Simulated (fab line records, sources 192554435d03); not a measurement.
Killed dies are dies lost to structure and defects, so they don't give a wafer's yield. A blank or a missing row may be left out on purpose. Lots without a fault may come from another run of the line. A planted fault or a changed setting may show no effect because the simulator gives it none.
Chamber matching | flow n5_finfet | N5_BEOL_M0_SAQP_STRIP_108 on rie_diel-05: 4 sister chambers
The step strips in N2/H2. 30 wafers are shown with their chamber, then 12 later ones without.

WAFERS WITH THEIR CHAMBER
wafer  | chamber | showerhead_plenum_p_Torr (Torr) | drypump_motor_current_A (A) | throttle_valve_pct (%)
L076.1 | 3       | 3.30                            | 5.0                         | 18.5
L076.3 | 0       | 3.41                            | 5.5                         | 17.9
L076.4 | 3       | 3.30                            | 5.0                         | 18.5
L080.1 | 3       | 3.30                            | 5.0                         | 18.5
L080.5 | 3       | 3.30                            | 5.0                         | 18.5
L080.6 | 2       | 3.44                            | 5.7                         | 18.2
L083.1 | 0       | 3.40                            | 5.5                         | 17.9
L083.2 | 1       | 3.20                            | 5.8                         | 19.5
L083.3 | 2       | 3.44                            | 5.7                         | 18.3
L083.4 | 3       | 3.30                            | 5.0                         | 18.5
L083.5 | 1       | 3.20                            | 5.8                         | 19.5
L083.6 | 2       | 3.44                            | 5.7                         | 18.3
L086.1 | 1       | 3.20                            | 5.8                         | 19.5
L086.2 | 2       | 3.43                            | 5.7                         | 18.3
L086.3 | 0       | 3.39                            | 5.5                         | 17.9
L086.4 | 2       | 3.43                            | 5.6                         | 18.3
L086.5 | 1       | 3.20                            | 5.8                         | 19.5
L086.6 | 0       | 3.39                            | 5.5                         | 17.9
L087.3 | 0       | 3.39                            | 5.5                         | 17.9
L087.4 | 2       | 3.43                            | 5.7                         | 18.3
L087.6 | 1       | 3.20                            | 5.8                         | 19.5
L092.1 | 0       | 3.39                            | 5.5                         | 17.9
L092.3 | 2       | 3.43                            | 5.7                         | 18.3
L092.6 | 0       | 3.39                            | 5.5                         | 17.9
L093.2 | 3       | 3.29                            | 5.0                         | 18.1
L093.4 | 0       | 3.39                            | 5.6                         | 18.0
L093.6 | 2       | 3.43                            | 5.7                         | 18.3
L094.1 | 2       | 3.43                            | 5.7                         | 18.3
L094.2 | 0       | 3.38                            | 5.6                         | 17.9
L094.3 | 3       | 3.29                            | 5.0                         | 18.1

SIGNATURES (means of the wafers above)
reading                  | chamber 0 | chamber 1 | chamber 2 | chamber 3 | scatter within a chamber
showerhead_plenum_p_Torr | 3.3922    | 3.2000    | 3.4333    | 3.2971    | 0.00588
drypump_motor_current_A  | 5.522     | 5.800     | 5.689     | 5.000     | 0.0307
throttle_valve_pct       | 17.911    | 19.500    | 18.289    | 18.386    | 0.0973
Rule: a wafer's distance from a chamber is the root of the sum, over the readings, of the square of ((its reading less the chamber's mean) divided by the reading's scatter). The wafer belongs to the nearest chamber; if the next one is less than 2 further off, it can't be placed. The scatter: the root of (the sum of the squares of (reading less its chamber's mean) over the shown wafers, divided by (wafers less chambers)).

WAFERS WITHOUT THEIR CHAMBER
wafer  | showerhead_plenum_p_Torr (Torr) | drypump_motor_current_A (A) | throttle_valve_pct (%)
L094.4 | 3.29                            | 5.0                         | 18.1
L094.5 | 3.43                            | 5.7                         | 18.3
L094.6 | 3.38                            | 5.5                         | 18.0
L096.1 | 3.29                            | 5.0                         | 18.1
L096.2 | 3.38                            | 5.5                         | 18.0
L096.3 | 3.42                            | 5.7                         | 18.3
L096.4 | 3.42                            | 5.8                         | 18.3
L096.5 | 3.38                            | 5.5                         | 17.9
L096.6 | 3.29                            | 5.0                         | 18.1
L097.1 | 3.38                            | 5.5                         | 17.9
L097.3 | 3.60                            | 5.8                         | 19.2
L097.5 | 3.38                            | 5.5                         | 17.9

WHICH CHAMBER EACH WENT THROUGH
wafer  | from the rows above | in truth
L094.4 | 3                   | 3
L094.5 | 2                   | 2
L094.6 | 0                   | 0
L096.1 | 3                   | 3
L096.2 | 0                   | 0
L096.3 | 2                   | 2
L096.4 | 2                   | 2
L096.5 | 0                   | 0
L096.6 | 3                   | 3
L097.1 | 0                   | 0
L097.3 | 2                   | 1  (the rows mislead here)
L097.5 | 0                   | 0
Placed correctly: 11 of 12. Can't be placed from these rows: 0. Placed wrongly: 1.
